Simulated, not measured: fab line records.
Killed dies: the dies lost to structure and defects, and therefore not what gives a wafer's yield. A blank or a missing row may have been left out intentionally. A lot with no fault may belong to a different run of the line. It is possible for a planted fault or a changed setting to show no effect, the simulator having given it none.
Matching of chambers ; flow n5 finfet ; 4 sister chambers for N5_FIN_CUT_DESCUM_13 on rie diel-05
The step chemistry O2, time 7 s. 24 wafers are shown with their chamber, then 12 later ones without.

EACH WAFER AND ITS CHAMBER
wafer;chamber;throttle valve pct (%);oes product au (a.u.);rf vpp V (V)
L074.2;2;20.62;0.87;243.3
L074.3;0;20.63;0.72;244.4
L074.4;1;20.13;0.95;240.8
L075.4;0;20.61;0.72;243.1
L075.5;1;20.12;0.95;242.1
L075.6;2;20.62;0.87;243.2
L078.1;2;20.64;0.86;243.6
L078.2;0;20.63;0.72;242.4
L078.3;3;20.12;0.80;242.5
L078.4;1;20.13;0.93;242.5
L078.5;2;20.63;0.85;243.3
L078.6;3;20.11;0.80;244.4
L079.2;0;20.63;0.72;242.4
L079.5;3;20.12;0.81;242.6
L079.6;0;20.62;0.72;242.8
L081.3;0;20.63;0.72;243.5
L081.5;0;20.65;0.72;242.0
L081.6;1;20.14;0.92;242.4
L082.1;2;20.65;0.86;243.2
L082.2;0;20.65;0.71;243.4
L082.3;1;20.15;0.92;243.8
L082.4;3;20.11;0.80;244.3
L082.5;1;20.14;0.92;240.9
L082.6;2;20.63;0.85;243.2

SIGNATURES (averages over the wafers above)
reading;chamber 0;chamber 1;chamber 2;chamber 3;scatter within a chamber
throttle valve pct;20.6312;20.1350;20.6317;20.1150;0.0114
oes product au;0.7188;0.9317;0.8600;0.8025;0.00907
rf vpp V;243.000;242.083;243.300;243.450;0.83
Rule: distance of a wafer from a chamber = root of the sum over the readings of ((wafer's reading minus chamber's mean) / reading's scatter) squared. The wafer belongs to the nearest chamber; if the next one is less than 2 further off, it can't be placed. The scatter: take each reading less its chamber's mean, square it, sum over the shown wafers, divide by the number of wafers less the number of chambers, and take the root.

WAFERS MISSING THEIR CHAMBER
wafer;throttle valve pct (%);oes product au (a.u.);rf vpp V (V)
L084.1;20.16;0.91;243.0
L084.2;20.66;0.71;242.6
L084.3;20.65;0.84;244.0
L084.4;20.11;0.79;242.0
L084.5;20.64;0.71;242.1
L084.6;20.13;0.78;244.1
L086.4;20.14;0.78;243.5
L086.5;20.66;0.71;242.9
L086.6;20.13;0.78;243.8
L091.1;20.18;0.89;242.9
L091.3;20.15;0.78;244.2
L091.6;20.67;0.70;242.3

WHICH CHAMBER EACH WENT THROUGH
wafer;from the rows above;in truth
L084.1;1;1
L084.2;0;0
L084.3;2;2
L084.4;3;3
L084.5;0;0
L084.6;3;3
L086.4;3;3
L086.5;0;0
L086.6;3;3
L091.1;1;1
L091.3;3;3
L091.6;0;0
Correct placement for 12 of the 12. Left unplaced by these rows: 0. Wrongly placed: 0.
